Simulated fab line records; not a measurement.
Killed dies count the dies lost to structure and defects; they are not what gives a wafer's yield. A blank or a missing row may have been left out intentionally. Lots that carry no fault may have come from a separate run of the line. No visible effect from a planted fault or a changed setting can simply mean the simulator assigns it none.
Problem report, 8D (eight disciplines) form, completed by code | flow n5Finfet | the parts of the form that need people (team, actions taken, sign-off) are left out

1. THE PROBLEM
At N5_BEOL_M6_OCD_MEAS_38, trenchDepthNm averages 81.2 nm over 3 wafers from 2 lots, while fault-free wafers read 95.4 nm, standard deviation 1.9. That puts it -7.5 standard deviations away from the usual mean.
The first sign was on wafer L968.1 at day 12 11:47, on ocd-01. At this step, 18 wafers from 7 lots have a number in the record. Rule for "out" (also "out of limits"): further than 4 standard deviations from the usual mean. Any other wafer with a number is counted as sound.

2. WHAT IT IS AND WHAT IT IS NOT
question                    | is                     | is not
which readings at this step | trenchDepthNm          | -
which lots                  | L968, L970             | L956, L959, L964, L973, L974
which wafers of those lots  | L968.1, L968.5, L970.5 | L970.3
read on which gauges        | ocd-01, ocd-02         | -
when                        | from day 12 11:47      | up to then (8 sound wafers); but 7 sound wafers of L970, L973, L974 came after

3. THE SUSPECTS, EACH WITH WHAT RULES IT OUT
Counting: if a tool at a process step up to the reading ran every lot that is out, it stays a suspect. Sound lots after the first of them don't rule it out here, since some wafers of a struck lot are sound.
- the gauge at N5_BEOL_M6_OCD_MEAS_38 is ruled out. 2 gauges (ocd-01, ocd-02) read the wafers that are out.
- rieDiel-05 at N5_BEOL_M6_ETCH_65 (etches SiARC in CF4, target depth 15.6 nm, time 26 s): kept. Ran every lot that is out, first one L968 (day 12 11:25); last sound lot up to then L964 (day 11 14:53).
- rieDiel-05 at N5_BEOL_M6_TRENCH_ETCH_37 (etches SiCOH lowk in C4F6/O2, target depth 94.435 nm, time 31.5 s): kept. Ran every lot that is out, first one L968 (day 12 11:38); last sound lot up to then L964 (day 11 15:06). On those wafers its own readings are out: runLengthS.
Remaining after the count are rieDiel-05 at N5_BEOL_M6_ETCH_65 and rieDiel-05 at N5_BEOL_M6_TRENCH_ETCH_37.

4. THE CAUSE (what the simulator had put in)
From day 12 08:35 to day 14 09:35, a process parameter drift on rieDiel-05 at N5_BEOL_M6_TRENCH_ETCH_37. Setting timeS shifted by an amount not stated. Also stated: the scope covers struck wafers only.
2 suspects survive the count, and this tool is in that group.

5. THE CHAIN OF EFFECTS, in route order
Rows list readings where the struck wafers' mean (over those with a number) sits beyond 3 standard deviations from the usual. Readings are gone through only where the record gives a usual standard deviation; hours: the median, over the lots, of the time from a lot's start at the first step in this table giving one to that lot's start at this step; sigmas: the change measured in usual standard deviations.
hours | step                      | reading          | usual        | on struck wafers | change | sigmas
0     | N5_BEOL_M6_TRENCH_ETCH_37 | runLengthS       | 55.0 s       | 49.7             | -5.3   | -11
0     | N5_BEOL_M6_OCD_MEAS_38    | trenchDepthNm    | 95.4 nm      | 81.2             | -14.2  | -7.5
3     | N5_BEOL_M6_THK_MEAS_53    | M6_THK           | 81.3 nm      | 67.6             | -13.7  | -5.5
3     | N5_BEOL_M6_RS_MEAS_57     | M6_RS            | 0.282 ohm/sq | 0.350            | +0.068 | +7.0
74    | N5_BEOL_M15_RC_MEAS_101   | SERP_M6          | 13.9 ohm/um  | 17.4             | +3.5   | +5.2
74    | N5_BEOL_M15_RC_MEAS_101   | SERP_M6_max_site | 14.5 ohm/um  | 18.2             | +3.7   | +4.9
It contains these process steps:
- N5_BEOL_M6_TRENCH_ETCH_37: etches SiCOH lowk in C4F6/O2, target depth 94.435 nm, time 31.5 s.
Readings that are blank on the struck wafers while sound wafers have them: rfFwdPowerW at N5_BEOL_M6_TRENCH_ETCH_37.

6. WHAT WOULD HAVE CAUGHT IT SOONER
3 hours passed between the start of the fault at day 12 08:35 and the first reading out of limits at a measuring or inspecting step in this record, taken at day 12 11:47.
At N5_BEOL_M6_TRENCH_ETCH_37, the tool's own readings (runLengthS) were out on each struck wafer the step has a row for, so an alarm limit on them would have fired on the first such wafer.
Lots out: 2; of these, L970 started N5_BEOL_M6_TRENCH_ETCH_37 on rieDiel-05 after day 12 11:47. A tool hold placed at that time would have kept it from harm.
